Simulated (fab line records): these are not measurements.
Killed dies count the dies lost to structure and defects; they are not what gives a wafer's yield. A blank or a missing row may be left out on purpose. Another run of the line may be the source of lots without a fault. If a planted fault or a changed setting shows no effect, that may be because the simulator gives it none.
Lot-split experiment || flow n5 finfet || route with 1938 steps; 7 lots, 21 wafers read

== ON THE SPLIT ==
At N5_BEOL_M15_EXPOSE_07 (exposes mask V14), the setting dose mj was moved away from the recipe's 41.25 on 9 of the 21 wafers read, by -6.1% to +6.4%. This setting was run at the recipe's value on the other wafers.

== FROM THE SPLIT TO THE READING: what the file shows between them, 6 steps ==
- N5_BEOL_M15_PEB_08: peb time 90 s
- N5_BEOL_M15_DEVELOP_09: develop time 45 s
- N5_BEOL_M15_HARDBAKE_14: time 120 s
- N5_BEOL_M15_CD_MEAS_10: target cd 360 nm
- N5_BEOL_M15_STRIP_65: strips in post etch residue remover, time 60 s
- N5_BEOL_M15_SRD_66: time 30 s, dry time 30 s

== THE READING ==
Shown in nm: cd nm at N5_BEOL_M15_CD_MEAS_17, with target cd 360 nm. Typical for fault-free wafers on this fab line: 359.5 nm, with standard deviation 1.9 nm.

{"wafer": "L075.1", "tool, chamber at the split": "krf scanner-02, 0", "dose mj as run": 43.44, "against the recipe": "+5.3%", "cd nm, nm": 366.9, "against lot-mates on the recipe": "no lot-mate on the recipe"}
{"wafer": "L075.3", "tool, chamber at the split": "krf scanner-02, 0", "dose mj as run": 43.44, "against the recipe": "+5.3%", "cd nm, nm": 365.7, "against lot-mates on the recipe": "no lot-mate on the recipe"}
{"wafer": "L075.5", "tool, chamber at the split": "krf scanner-02, 0", "dose mj as run": 43.44, "against the recipe": "+5.3%", "cd nm, nm": 366.9, "against lot-mates on the recipe": "no lot-mate on the recipe"}
{"wafer": "L082.1", "tool, chamber at the split": "krf scanner-02, 0", "dose mj as run": 38.73, "against the recipe": "-6.1%", "cd nm, nm": 349.4, "against lot-mates on the recipe": -11.2}
{"wafer": "L082.4", "tool, chamber at the split": "krf scanner-02, 0", "dose mj as run": 38.73, "against the recipe": "-6.1%", "cd nm, nm": 348.2, "against lot-mates on the recipe": -12.4}
{"wafer": "L082.5", "tool, chamber at the split": "krf scanner-02, 0", "dose mj as run": 41.25, "against the recipe": "recipe", "cd nm, nm": 360.6, "against lot-mates on the recipe": "-"}
{"wafer": "L081.4", "tool, chamber at the split": "krf scanner-01, 0", "dose mj as run": 41.25, "against the recipe": "recipe", "cd nm, nm": 360.0, "against lot-mates on the recipe": "-"}
{"wafer": "L081.5", "tool, chamber at the split": "krf scanner-01, 0", "dose mj as run": 41.25, "against the recipe": "recipe", "cd nm, nm": 358.1, "against lot-mates on the recipe": "-"}
{"wafer": "L081.6", "tool, chamber at the split": "krf scanner-01, 0", "dose mj as run": 41.25, "against the recipe": "recipe", "cd nm, nm": 360.7, "against lot-mates on the recipe": "-"}
{"wafer": "L085.2", "tool, chamber at the split": "krf scanner-01, 0", "dose mj as run": 38.77, "against the recipe": "-6.0%", "cd nm, nm": 351.7, "against lot-mates on the recipe": -11.0}
{"wafer": "L085.4", "tool, chamber at the split": "krf scanner-01, 0", "dose mj as run": 38.77, "against the recipe": "-6.0%", "cd nm, nm": 353.6, "against lot-mates on the recipe": -9.1}
{"wafer": "L085.6", "tool, chamber at the split": "krf scanner-01, 0", "dose mj as run": 41.25, "against the recipe": "recipe", "cd nm, nm": 362.7, "against lot-mates on the recipe": "-"}
{"wafer": "L086.4", "tool, chamber at the split": "krf scanner-01, 0", "dose mj as run": 41.25, "against the recipe": "recipe", "cd nm, nm": 358.6, "against lot-mates on the recipe": "-"}
{"wafer": "L086.5", "tool, chamber at the split": "krf scanner-01, 0", "dose mj as run": 41.25, "against the recipe": "recipe", "cd nm, nm": 359.0, "against lot-mates on the recipe": "-"}
{"wafer": "L086.6", "tool, chamber at the split": "krf scanner-01, 0", "dose mj as run": 40.46, "against the recipe": "-1.9%", "cd nm, nm": 354.3, "against lot-mates on the recipe": -4.5}
{"wafer": "L089.4", "tool, chamber at the split": "krf scanner-02, 0", "dose mj as run": 41.25, "against the recipe": "recipe", "cd nm, nm": 360.5, "against lot-mates on the recipe": "-"}
{"wafer": "L089.5", "tool, chamber at the split": "krf scanner-02, 0", "dose mj as run": 43.89, "against the recipe": "+6.4%", "cd nm, nm": 373.1, "against lot-mates on the recipe": "+13.3"}
{"wafer": "L089.6", "tool, chamber at the split": "krf scanner-02, 0", "dose mj as run": 41.25, "against the recipe": "recipe", "cd nm, nm": 359.1, "against lot-mates on the recipe": "-"}
{"wafer": "L097.1", "tool, chamber at the split": "krf scanner-01, 0", "dose mj as run": 41.25, "against the recipe": "recipe", "cd nm, nm": 358.1, "against lot-mates on the recipe": "-"}
{"wafer": "L097.2", "tool, chamber at the split": "krf scanner-01, 0", "dose mj as run": 41.25, "against the recipe": "recipe", "cd nm, nm": 357.3, "against lot-mates on the recipe": "-"}
{"wafer": "L097.3", "tool, chamber at the split": "krf scanner-01, 0", "dose mj as run": 41.25, "against the recipe": "recipe", "cd nm, nm": 358.4, "against lot-mates on the recipe": "-"}

THE FIT
A straight line over all 21 wafers: cd nm changes by +1.53 nm for each +1% of dose mj; r = +0.95; the points scatter about the line by 1.9 nm.
The same after taking each lot's own level away (the mean of its wafers on the recipe; 18 wafers): +1.89 nm for each +1%; r = +0.99; scatter 0.91 nm.
The reading moves by 12 nm for the largest change in dose mj, on that fit.
Measured against the standard deviation above, the lots' own levels, which go from 357.93 to 362.70 nm, span 2.5 times it.
In other words, the slope is changed by the lot-to-lot level; the two fits disagree.
Check: with one of the wafers moved furthest among these (+6.4%) left out of the fit, the line predicts +11.5 nm for it against its lot-mates. It came out at +13.3 nm against them.

== OTHER SPLITS APPLIED TO THESE WAFERS ==
These wafers also went through other splits before the reading. Each is held against what the fit with the lots' levels taken away leaves over:
{"other split on the same wafers": "N5_BEOL_M12_ETCH_59 h2 flow sccm", "wafers away from the commonest value": 8, "r with cd nm (lot level and that fit taken away)": -0.01}
{"other split on the same wafers": "N5_BEOL_M13_EXPOSE_07 dose mj", "wafers away from the commonest value": 8, "r with cd nm (lot level and that fit taken away)": -0.05}
{"other split on the same wafers": "N5_BEOL_M13_ETCH_59 time s", "wafers away from the commonest value": 9, "r with cd nm (lot level and that fit taken away)": -0.17}
{"other split on the same wafers": "N5_BEOL_M13_DEP_53 time s", "wafers away from the commonest value": 9, "r with cd nm (lot level and that fit taken away)": "+0.17"}
{"other split on the same wafers": "N5_BEOL_M14_EXPOSE_07 dose mj", "wafers away from the commonest value": 4, "r with cd nm (lot level and that fit taken away)": -0.16}
{"other split on the same wafers": "N5_BEOL_M14_DEP_53 time s", "wafers away from the commonest value": 2, "r with cd nm (lot level and that fit taken away)": "+0.01"}

== THE WHOLE CHAIN: every reading that the file lists as answering this split, in the file's order ==
{"step": "N5_BEOL_M15_CD_MEAS_10", "what it does": "target cd 360 nm", "reading": "cd nm", "change (the file's fit)": "+1.89 nm for each +1% of the setting", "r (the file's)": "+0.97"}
{"step": "N5_BEOL_M15_CD_MEAS_17", "what it does": "target cd 360 nm", "reading": "cd nm", "change (the file's fit)": "+1.92 nm for each +1% of the setting", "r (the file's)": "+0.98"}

== FILE'S OWN FIT ==
cd nm changes by +1.92 nm for each +1% of dose mj, r = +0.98.
